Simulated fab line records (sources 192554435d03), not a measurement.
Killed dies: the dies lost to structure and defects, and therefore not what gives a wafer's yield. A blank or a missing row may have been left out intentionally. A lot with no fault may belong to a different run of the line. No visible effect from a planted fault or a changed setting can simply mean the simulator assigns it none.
fab line records	flow n5_finfet	part 1 of 2: steps 1 to 22 of 29
[record] lots = 5	wafers = 15	last_day = 17
route steps=1938 shown BEOL_M7@1276
lots untouched by any fault: they come from a run of this same line in which no faults occurred
start_h: the number of hours between the record's first day and the start of the first shown wafer of the lot	wait_h: time in hours since the lot's previous step	" repeats the value in the row above	L1.1+2: a single row standing in for several wafers	- either no value or no given start	* or withheld: withheld	< > ~ a bound
route shown NAME@n: names a module that has steps shown in the file, with the first one's number in the route	usual: mean/standard deviation of fault-free wafers	same: alike in all rows	chamber/n: place in a boat	sites: each site's reading	_std_site: standard deviation across them	_edge_site: inner sites' mean taken away from outer sites' mean	radius_mm: for every site, how far away it sits from the centre of the wafer	mask NAME#n: copy n	behind: tool/chamber where the wafer was last shaped	hold: why the lot went on hold/how many hours it stayed there/how the hold came to an end	device: which transistor (n, p or np) failed to switch	end of line: the route-end tests of the same wafers	for a step that has no rows: nothing shown but its recipe	killed: not the wafer's yield, but the dies lost to structure and defects at the first sort	map: the dies of a wafer, with x for killed, . for not killed, _ for no die there
set.NAME: the setting the step ran with; set.NAME@STEP: the setting that earlier step ran with	model.NAME: the simulator's own value behind a step, which no gauge read
certain route steps with their lots: each step a table, each wafer a row
services: the hour from which a tool's chamber was out of use, counted from the record's first day as start_h (under 0 if before that day), plus the number of hours and why
[[steps]]
[step N5_BEOL_M7_CD_MEAS_11]
[recipe] target_cd_nm = 38.5	landing_energy_ev = 500	detector = se_inlens	polarity = opening
[usual] cd_nm = 38.3/0.53
lot.wafer	tool	chamber	start_h	wait_h	cd_nm
L074.1	cd_sem-01	0	196.49	-	37.7
L074.2	"	0	"	"	38.0
L074.3	"	0	"	"	38.7
L080.1	cd_sem-01	0	218.82	-	38.3
L080.4	"	0	"	"	37.7
L080.6	"	0	"	"	37.5
L081.1	cd_sem-01	0	237.62	-	38.7
L081.4	"	0	"	"	39.3
L081.5	"	0	"	"	39.5
L092.1	cd_sem-01	0	319.06	-	38.6
L092.2	"	0	"	"	37.3
L092.3	"	0	"	"	37.5
L097.1	cd_sem-03	0	322.85	-	37.9
L097.4	"	0	"	"	37.8
L097.6	"	0	"	"	37.4
[step N5_BEOL_M7_OVL_MEAS_12]
[recipe] points_per_wafer = 44
[usual] M7_OVL = 0.1/0.73
lot.wafer	tool	chamber	start_h	wait_h	M7_OVL[nm]
L074.1	overlay-01	0	196.52	0.0	0.4
L074.2	"	0	"	"	-0.3
L074.3	"	0	"	"	1.1
L080.1	overlay-02	0	218.85	0.0	-0.4
L080.4	"	0	"	"	1.0
L080.6	"	0	"	"	0.3
L081.1	overlay-01	0	237.65	0.0	-0.1
L081.4	"	0	"	"	0.6
L081.5	"	0	"	"	1.3
L092.1	overlay-01	0	319.09	0.0	0.5
L092.2	"	0	"	"	1.1
L092.3	"	0	"	"	-0.3
L097.1	overlay-01	0	322.88	0.0	1.1
L097.4	"	0	"	"	0.5
L097.6	"	0	"	"	0.8
[step N5_BEOL_M7_INSPECT_13]
[recipe] mode = adi	inspect_instrument = brightfield
[usual] raw_defect_count = 408/87
lot.wafer	tool	chamber	start_h	wait_h	raw_defect_count
L074.1	defect_inspect-02	-	196.54	0.0	346
L074.2	"	-	"	"	471
L074.3	"	-	"	"	421
L080.1	defect_inspect-01	-	218.88	0.0	316
L080.4	"	-	"	"	340
L080.6	"	-	"	"	295
L081.1	defect_inspect-01	-	237.67	0.0	404
L081.4	"	-	"	"	357
L081.5	"	-	"	"	328
L092.1	defect_inspect-01	-	319.11	0.0	457
L092.2	"	-	"	"	392
L092.3	"	-	"	"	484
L097.1	defect_inspect-01	-	322.90	0.0	486
L097.4	"	-	"	"	321
L097.6	"	-	"	"	367
[step N5_BEOL_M7_DESCUM_16]
[recipe] chemistry = O2	time_s = 7.9	source_power_w = 50	bias_power_w = 20	pressure_mtorr = 20	rf_frequency_hz = 2.712e+07	temp_c = 40	resist = CAR-ArF	o2_flow_sccm = 225
[usual] drypump_motor_current_A = 5.6/0.34	oes_product_au = 0.79/0.08	rf_vpp_V = 243.0/1.3	showerhead_plenum_p_Torr = 2.09/0.049	throttle_valve_pct = 20.46/0.27
lot.wafer	tool	chamber	start_h	wait_h	drypump_motor_current_A	oes_product_au	rf_hours_counter_h	rf_vpp_V	showerhead_plenum_p_Torr	throttle_valve_pct
L074.1	rie_diel-02	1	196.64	0.1	6.1	0.88	46	242.3	2.15	20.90
L074.2	"	0	"	"	5.5	0.93	16	242.6	2.14	20.56
L074.3	"	2	"	"	5.6	0.70	205	243.3	2.07	20.28
L080.1	rie_diel-02	3	218.91	0.0	5.2	0.81	89	244.3	2.11	20.09
L080.4	"	1	"	"	6.1	0.86	53	244.8	2.14	20.92
L080.6	"	2	"	"	5.5	0.70	-	243.6	2.07	20.31
L081.1	rie_diel-02	3	237.71	0.0	5.2	0.81	94	244.7	2.11	20.10
L081.4	"	0	"	"	5.5	0.90	28	243.8	2.14	20.57
L081.5	"	1	"	"	6.2	0.87	-	245.5	2.14	20.93
L092.1	rie_diel-06	1	319.15	0.0	5.4	0.74	186	243.4	2.09	20.63
L092.2	"	3	"	"	5.5	0.72	221	241.9	2.00	20.90
L092.3	"	0	"	"	5.0	0.95	14	244.5	2.13	19.97
L097.1	rie_diel-02	1	322.99	0.1	6.1	0.83	87	242.6	2.13	20.97
L097.4	"	0	"	"	5.5	0.86	56	242.9	2.13	20.62
L097.6	"	3	"	"	5.1	0.78	-	244.9	2.10	20.13
[step N5_BEOL_M7_ETCH_61]
[recipe] chemistry = CF4	target = SiARC	target_depth_a = 455	mask_material = CAR-ArF	time_s = 75.8	ion_energy_ev = 80	pressure_mtorr = 40	source_w = 545	bias_w = 36	Ar_flow_sccm = 100	cf4_flow_sccm = 100	ends = cleared
[usual] drypump_motor_current_A = 5.6/0.34	etch_rf_on_time_s = 75.7/1.5	oes_product_au = 0.67/0.068	rf_vpp_V = 184.0/1.1	showerhead_plenum_p_Torr = 2.13/0.052	throttle_valve_pct = 15.59/0.2
lot.wafer	tool	chamber	start_h	wait_h	drypump_motor_current_A	etch_rf_on_time_s	oes_product_au	rf_hours_counter_h	rf_vpp_V	showerhead_plenum_p_Torr	throttle_valve_pct
L074.1	rie_diel-02	1	196.67	0.0	6.1	77.8	0.75	46	185.7	2.17	15.77
L074.2	"	0	"	"	5.5	74.7	0.79	16	184.2	2.18	15.58
L074.3	"	2	"	"	5.5	76.1	0.60	205	185.0	2.11	15.48
L080.1	rie_diel-02	3	218.95	0.0	5.2	73.7	0.70	89	183.4	2.16	15.28
L080.4	"	1	"	"	6.1	76.3	0.74	53	185.0	2.16	15.79
L080.6	"	2	"	"	5.5	74.6	0.61	-	182.8	2.11	15.50
L081.1	rie_diel-02	3	237.74	0.0	5.2	73.6	0.69	94	184.5	2.16	15.31
L081.4	"	0	"	"	5.5	74.5	0.76	28	183.8	2.17	15.62
L081.5	"	1	"	"	6.1	75.5	0.74	-	185.3	2.16	15.79
L092.1	rie_diel-06	1	319.18	0.0	5.3	75.3	0.63	186	183.9	2.12	15.79
L092.2	"	3	"	"	5.5	75.7	0.61	221	183.8	2.03	15.94
L092.3	"	0	"	"	5.1	74.0	0.81	14	184.0	2.19	15.18
L097.1	rie_diel-02	1	323.03	0.0	6.1	76.2	0.70	87	184.3	2.15	15.86
L097.4	"	0	"	"	5.5	75.3	0.72	56	183.3	2.16	15.67
L097.6	"	3	"	"	5.1	73.2	0.67	-	184.1	2.15	15.36
[step N5_BEOL_M7_ETCH_62]
[recipe] chemistry = N2/H2	target = SOC	target_depth_a = 1100	overetch_a = 220	mask_material = SiARC	temp_c = 40	time_s = 165	ion_energy_ev = 200	pressure_mtorr = 30	source_w = 840	bias_w = 150	n2_flow_sccm = 200	h2_flow_sccm = 200
[usual] drypump_motor_current_A = 5.6/0.34	oes_product_au = 0.67/0.064	rf_vpp_V = 523.7/2.1	showerhead_plenum_p_Torr = 2.54/0.066	throttle_valve_pct = 17.88/0.23
lot.wafer	tool	chamber	start_h	wait_h	drypump_motor_current_A	oes_product_au	rf_hours_counter_h	rf_vpp_V	showerhead_plenum_p_Torr	throttle_valve_pct
L074.1	rie_diel-02	1	196.73	0.0	6.1	0.75	46	524.9	2.59	18.16
L074.2	"	0	"	"	5.5	0.78	16	525.7	2.61	18.02
L074.3	"	2	"	"	5.5	0.61	205	521.8	2.54	17.91
L080.1	rie_diel-02	3	219.00	0.0	5.2	0.68	89	523.2	2.59	17.61
L080.4	"	1	"	"	6.1	0.74	53	525.4	2.59	18.15
L080.6	"	2	"	"	5.6	0.61	-	524.2	2.54	17.93
L081.1	rie_diel-02	3	237.80	0.0	5.2	0.68	94	523.1	2.59	17.61
L081.4	"	0	"	"	5.5	0.75	28	523.4	2.60	18.04
L081.5	"	1	"	"	6.1	0.73	-	524.9	2.59	18.18
L092.1	rie_diel-06	1	319.24	0.0	5.3	0.63	186	523.6	2.53	18.01
L092.2	"	3	"	"	5.5	0.61	221	518.3	2.42	18.27
L092.3	"	0	"	"	5.1	0.79	14	524.7	2.60	17.33
L097.1	rie_diel-02	1	323.08	0.0	6.1	0.70	87	525.2	2.58	18.23
L097.4	"	0	"	"	5.5	0.71	56	525.5	2.59	18.08
L097.6	"	3	"	"	5.2	0.65	-	523.9	2.58	17.68
[step N5_BEOL_M7_STRIP_68]
[recipe] chemistry = N2/H2	temp_c = 40	n2_flow_sccm = 200	h2_flow_sccm = 200	rf_frequency_hz = 6e+07
lot.wafer	tool	chamber	start_h	wait_h
L074.1+2+3	rie_diel-02	1,0,2	196.87	0.1
L080.1+4+6	rie_diel-02	3,1,2	219.14	0.1
L081.1+4+5	rie_diel-02	3,0,1	237.94	0.1
L092.1+2+3	rie_diel-06	1,3,0	319.38	0.1
L097.1+4+6	rie_diel-02	1,0,3	323.22	0.1
[step N5_BEOL_M7_STRIP_67]
[recipe] chemistry = CF4	resist = SiARC	power_w = 300	bias_power_w = 75	pressure_mtorr = 50	cf4_flow_sccm = 150	rf_frequency_hz = 6e+07
[usual] drypump_motor_current_A = 5.6/0.34	oes_product_au = 0.79/0.075	rf_vpp_V = 271.0/1.2	showerhead_plenum_p_Torr = 1.79/0.041	throttle_valve_pct = 13.57/0.2
lot.wafer	tool	chamber	start_h	wait_h	drypump_motor_current_A	oes_product_au	rf_hours_counter_h	rf_vpp_V	showerhead_plenum_p_Torr	throttle_valve_pct
L074.1	rie_diel-02	1	196.88	0.0	6.1	0.88	46	271.6	1.81	13.66
L074.2	"	0	"	"	5.4	0.92	16	270.5	1.82	13.50
L074.3	"	2	"	"	5.5	0.72	205	271.3	1.78	13.50
L080.1	rie_diel-02	3	219.15	0.0	5.2	0.81	90	270.6	1.81	13.27
L080.4	"	1	"	"	6.1	0.87	53	271.2	1.80	13.68
L080.6	"	2	"	"	5.5	0.71	-	271.3	1.77	13.51
L081.1	rie_diel-02	3	237.95	0.0	5.1	0.80	95	271.6	1.81	13.31
L081.4	"	0	"	"	5.5	0.89	28	271.8	1.81	13.52
L081.5	"	1	"	"	6.1	0.86	-	271.5	1.80	13.70
L092.1	rie_diel-06	1	319.39	0.0	5.3	0.74	186	271.7	1.78	13.80
L092.2	"	3	"	"	5.5	0.72	222	268.3	1.70	13.91
L092.3	"	0	"	"	5.1	0.93	14	272.2	1.82	13.08
L097.1	rie_diel-02	1	323.23	0.0	6.1	0.83	87	270.7	1.80	13.75
L097.4	"	0	"	"	5.5	0.84	56	272.3	1.81	13.57
L097.6	"	3	"	"	5.2	0.77	-	272.5	1.80	13.36
[step N5_BEOL_M7_HM_OPEN_17]
[recipe] chemistry = Cl2/BCl3	target_depth_a = 200	overetch_a = 60	target = TiN	mask_material = SOC	ion_energy_ev = 150	pressure_mtorr = 10	icp_w = 1000	bias_w = 126	Cl2_flow_sccm = 53.25	bcl3_flow_sccm = 21.75	Ar_flow_sccm = 25
[usual] drypump_motor_current_A = 6.0/0.38	oes_product_au = 0.61/0.057	throttle_valve_pct = 22.3/0.32
lot.wafer	tool	chamber	start_h	wait_h	drypump_motor_current_A	oes_product_au	rf_hours_counter_h	throttle_valve_pct
L074.1	rie_metal-01	1	196.92	0.0	6.1	0.59	78	22.4
L074.2	"	0	"	"	5.8	0.55	100	22.7
L074.3	"	0	"	"	5.8	0.55	-	22.8
L080.1	rie_metal-03	1	219.19	0.0	5.5	0.69	33	22.1
L080.4	"	1	"	"	5.5	0.68	-	22.1
L080.6	"	0	"	"	6.6	0.60	-	22.5
L081.1	rie_metal-03	0	237.99	0.0	6.6	0.60	69	22.5
L081.4	"	1	"	"	5.5	0.69	-	22.1
L081.5	"	0	"	"	6.6	0.60	-	22.5
L092.1	rie_metal-03	0	319.43	0.0	6.6	0.59	78	22.5
L092.2	"	1	"	"	5.5	0.66	44	22.1
L092.3	"	0	"	"	6.6	0.59	-	22.5
L097.1	rie_metal-01	0	323.27	0.0	5.8	0.54	113	22.8
L097.4	"	1	"	"	6.1	0.58	-	22.5
L097.6	"	1	"	"	6.0	0.57	-	22.5
[step N5_BEOL_M7_STRIP_19]
[recipe] chemistry = O2	power_w = 400	temp_c = 40	pressure_mtorr = 30	rf_frequency_hz = 6e+07	bias_power_w = 0	overash_fraction = 0.2	o2_flow_sccm = 225
[usual] drypump_motor_current_A = 5.6/0.35	oes_product_au = 0.79/0.079	rf_vpp_V = 3.7/0.63	showerhead_plenum_p_Torr = 2.10/0.049	throttle_valve_pct = 16.72/0.25
lot.wafer	tool	chamber	start_h	wait_h	drypump_motor_current_A	oes_product_au	rf_hours_counter_h	rf_vpp_V	showerhead_plenum_p_Torr	throttle_valve_pct
L074.1	rie_diel-06	1	197.19	0.2	5.3	0.77	146	2.9	2.10	16.84
L074.2	"	0	"	"	5.1	0.69	232	2.7	2.15	16.62
L074.3	"	3	"	"	5.5	0.75	188	3.9	2.02	17.06
L080.1	rie_diel-04	0	219.30	0.1	5.9	0.70	227	2.6	2.05	16.54
L080.4	"	3	"	"	5.4	0.73	179	3.8	2.15	16.58
L080.6	"	2	"	"	6.0	0.73	-	3.7	2.18	16.60
L081.1	rie_diel-02	2	238.10	0.1	5.5	0.70	217	3.8	2.07	16.56
L081.4	"	1	"	"	6.1	0.87	59	4.1	2.15	17.05
L081.5	"	2	"	"	5.5	0.70	-	3.6	2.07	16.57
L092.1	rie_diel-04	1	319.54	0.1	5.8	0.78	139	3.9	2.03	16.62
L092.2	"	2	"	"	6.1	0.70	201	3.1	2.17	16.63
L092.3	"	3	"	"	5.4	0.71	213	2.8	2.14	16.67
L097.1	rie_diel-06	3	323.41	0.1	5.5	0.72	223	3.7	2.01	17.14
L097.4	"	2	"	"	6.0	0.79	97	4.2	2.04	16.78
L097.6	"	1	"	"	5.3	0.75	-	3.7	2.09	16.90
[step N5_BEOL_M7_CD_MEAS_18]
[recipe] pitch_nm = 80	target_cd_nm = 40
[usual] cd_nm = 39.8/0.58
lot.wafer	tool	chamber	start_h	wait_h	cd_nm
L074.1	cd_sem-01	-	197.25	0.0	39.3
L074.2	"	-	"	"	39.2
L074.3	"	-	"	"	40.4
L080.1	cd_sem-02	-	219.37	0.0	39.8
L080.4	"	-	"	"	39.1
L080.6	"	-	"	"	39.3
L081.1	cd_sem-01	-	238.17	0.0	40.1
L081.4	"	-	"	"	40.6
L081.5	"	-	"	"	39.9
L092.1	cd_sem-03	-	319.61	0.0	40.2
L092.2	"	-	"	"	39.0
L092.3	"	-	"	"	39.2
L097.1	cd_sem-01	-	323.48	0.0	39.1
L097.4	"	-	"	"	39.0
L097.6	"	-	"	"	39.1
[step N5_BEOL_M7_COAT_63]
[recipe] resist = SOC	temp_c = 250	time_s = 60	spin_rpm = 1500	resist_thk_nm = 60
[usual] dispense_pressure_kPa = 47.4/1.2
lot.wafer	tool	chamber	start_h	wait_h	dispense_pressure_kPa
L074.1	litho_track-05	0	197.63	0.4	49.1
L074.2	"	0	"	"	49.2
L074.3	"	0	"	"	49.3
L080.1	litho_track-05	0	220.88	1.5	49.2
L080.4	"	0	"	"	49.2
L080.6	"	0	"	"	49.2
L081.1	litho_track-02	0	238.20	0.0	47.1
L081.4	"	0	"	"	47.0
L081.5	"	0	"	"	47.0
L092.1	litho_track-02	0	321.24	1.6	47.0
L092.2	"	0	"	"	47.1
L092.3	"	0	"	"	47.1
L097.1	litho_track-01	0	323.52	0.0	46.2
L097.4	"	0	"	"	46.2
L097.6	"	0	"	"	46.1
[step N5_BEOL_M7_COAT_64]
[recipe] resist = SiARC	temp_c = 220	time_s = 60	spin_rpm = 1500	resist_thk_nm = 12
[usual] dispense_pressure_kPa = 47.4/1.2
lot.wafer	tool	chamber	start_h	wait_h	dispense_pressure_kPa
L074.1	litho_track-05	0	-	-	49.3
L074.2	"	0	"	"	49.3
L074.3	"	0	"	"	49.3
L080.1	litho_track-05	0	-	-	49.3
L080.4	"	0	"	"	49.3
L080.6	"	0	"	"	49.3
L081.1	litho_track-02	0	-	-	47.1
L081.4	"	0	"	"	47.0
L081.5	"	0	"	"	47.1
L092.1	litho_track-02	0	-	-	47.1
L092.2	"	0	"	"	47.1
L092.3	"	0	"	"	47.1
L097.1	litho_track-01	0	-	-	46.2
L097.4	"	0	"	"	46.2
L097.6	"	0	"	"	46.2
[step N5_BEOL_M7_COAT_71]
[recipe] resist = underlayer	temp_c = 205	time_s = 60	spin_rpm = 1500	resist_thk_nm = 5
[usual] dispense_pressure_kPa = 47.4/1.2
lot.wafer	tool	chamber	start_h	wait_h	dispense_pressure_kPa
L074.1	litho_track-05	0	-	-	49.4
L074.2	"	0	"	"	49.3
L074.3	"	0	"	"	49.3
L080.1	litho_track-05	0	-	-	49.4
L080.4	"	0	"	"	49.3
L080.6	"	0	"	"	49.3
L081.1	litho_track-02	0	-	-	47.1
L081.4	"	0	"	"	47.1
L081.5	"	0	"	"	47.0
L092.1	litho_track-02	0	-	-	47.1
L092.2	"	0	"	"	47.1
L092.3	"	0	"	"	47.1
L097.1	litho_track-01	0	-	-	46.3
L097.4	"	0	"	"	46.2
L097.6	"	0	"	"	46.2
[step N5_BEOL_M7_COAT_22]
[recipe] resist = CAR-EUV	spin_rpm = 1500	resist_thk_nm = 30
[usual] dispense_pressure_kPa = 47.3/1.2
lot.wafer	tool	chamber	start_h	wait_h	dispense_pressure_kPa
L074.1	litho_track-05	0	-	-	49.1
L074.2	"	0	"	"	49.1
L074.3	"	0	"	"	49.1
L080.1	litho_track-05	0	-	-	49.2
L080.4	"	0	"	"	49.2
L080.6	"	0	"	"	49.2
L081.1	litho_track-02	0	-	-	47.0
L081.4	"	0	"	"	47.0
L081.5	"	0	"	"	47.0
L092.1	litho_track-02	0	-	-	47.1
L092.2	"	0	"	"	47.1
L092.3	"	0	"	"	47.0
L097.1	litho_track-01	0	-	-	46.1
L097.4	"	0	"	"	46.1
L097.6	"	0	"	"	46.0
[step N5_BEOL_M7_EBR_24]
[recipe] solvent = PGMEA	ebr_width_mm = 1.5
[same] ebr_width_mm = 1.5
lot.wafer	tool	chamber	start_h	wait_h
L074.1+2+3	litho_track-05	0	-	-
L080.1+4+6	litho_track-05	0	-	-
L081.1+4+5	litho_track-02	0	-	-
L092.1+2+3	litho_track-02	0	-	-
L097.1+4+6	litho_track-01	0	-	-
[step N5_BEOL_M7_SOFTBAKE_23]
[recipe] temp_c = 110	time_s = 60	resist = CAR-EUV
lot.wafer	tool	chamber	start_h	wait_h
L074.1+2+3	litho_track-05	0	-	-
L080.1+4+6	litho_track-05	0	-	-
L081.1+4+5	litho_track-02	0	-	-
L092.1+2+3	litho_track-02	0	-	-
L097.1+4+6	litho_track-01	0	-	-
[step N5_BEOL_M7_EXPOSE_25]
[recipe] mask_id = V6	na = 0.33	source_shape = annular	sigma_inner = 0.4	sigma_outer = 0.8	polarization = unpolarized	target_cd_nm = 40	dose_mj = 42.5
[same] sigma_inner = 0.4
lot.wafer	tool	chamber	start_h	wait_h	mask
L074.1+2+3	euv_scanner-02	0	197.91	-	V6#0
L080.1+4+6	euv_scanner-02	0	221.02	-	V6#0
L081.1+4+5	euv_scanner-01	0	238.47	-	V6#0
L092.1+2+3	euv_scanner-02	0	321.41	-	V6#0
L097.1+4+6	euv_scanner-02	0	323.66	-	V6#0
[step N5_BEOL_M7_PEB_26]
[recipe] peb_temp_c = 100	peb_time_s = 60	resist = CAR-EUV
lot.wafer	tool	chamber	start_h	wait_h
L074.1+2+3	litho_track-01	0	197.98	0.1
L080.1+4+6	litho_track-01	0	221.09	0.1
L081.1+4+5	litho_track-01	0	238.53	0.1
L092.1+2+3	litho_track-05	0	321.48	0.1
L097.1+4+6	litho_track-01	0	323.73	0.1
[step N5_BEOL_M7_DEVELOP_27]
[recipe] develop_time_s = 30	developer = TMAH	resist = CAR-EUV	rinse_liquid = surfactant_rinse	dry = air_spin	dev_temp_c = 23
lot.wafer	tool	chamber	start_h	wait_h
L074.1+2+3	litho_track-01	0	-	-
L080.1+4+6	litho_track-01	0	-	-
L081.1+4+5	litho_track-01	0	-	-
L092.1+2+3	litho_track-05	0	-	-
L097.1+4+6	litho_track-01	0	-	-
[step N5_BEOL_M7_CD_MEAS_28]
[recipe] target_cd_nm = 40	landing_energy_ev = 500	detector = se_inlens
[usual] cd_nm = 40.00/0.26
lot.wafer	tool	chamber	start_h	wait_h	cd_nm
L074.1	cd_sem-02	0	198.04	-	39.99
L074.2	"	0	"	"	39.83
L074.3	"	0	"	"	40.03
L080.1	cd_sem-03	0	221.15	-	40.07
L080.4	"	0	"	"	39.85
L080.6	"	0	"	"	39.59
L081.1	cd_sem-01	0	238.60	-	39.92
L081.4	"	0	"	"	39.93
L081.5	"	0	"	"	40.39
L092.1	cd_sem-01	0	321.55	-	39.45
L092.2	"	0	"	"	40.30
L092.3	"	0	"	"	39.86
L097.1	cd_sem-03	0	323.80	-	39.94
L097.4	"	0	"	"	39.89
L097.6	"	0	"	"	40.08
[step N5_BEOL_M7_OVL_MEAS_29]
[recipe] points_per_wafer = 522
[usual] V6_OVL = 0.1/0.81
lot.wafer	tool	chamber	start_h	wait_h	V6_OVL[nm]
L074.1	overlay-02	0	198.07	0.0	-0.5
L074.2	"	0	"	"	0.3
L074.3	"	0	"	"	0.0
L080.1	overlay-01	0	221.18	0.0	0.4
L080.4	"	0	"	"	0.4
L080.6	"	0	"	"	0.5
L081.1	overlay-01	0	238.63	0.0	-1.2
L081.4	"	0	"	"	-0.3
L081.5	"	0	"	"	-1.0
L092.1	overlay-02	0	321.58	0.0	-1.2
L092.2	"	0	"	"	-0.3
L092.3	"	0	"	"	-0.9
L097.1	overlay-02	0	323.83	0.0	-0.5
L097.4	"	0	"	"	0.6
L097.6	"	0	"	"	0.7
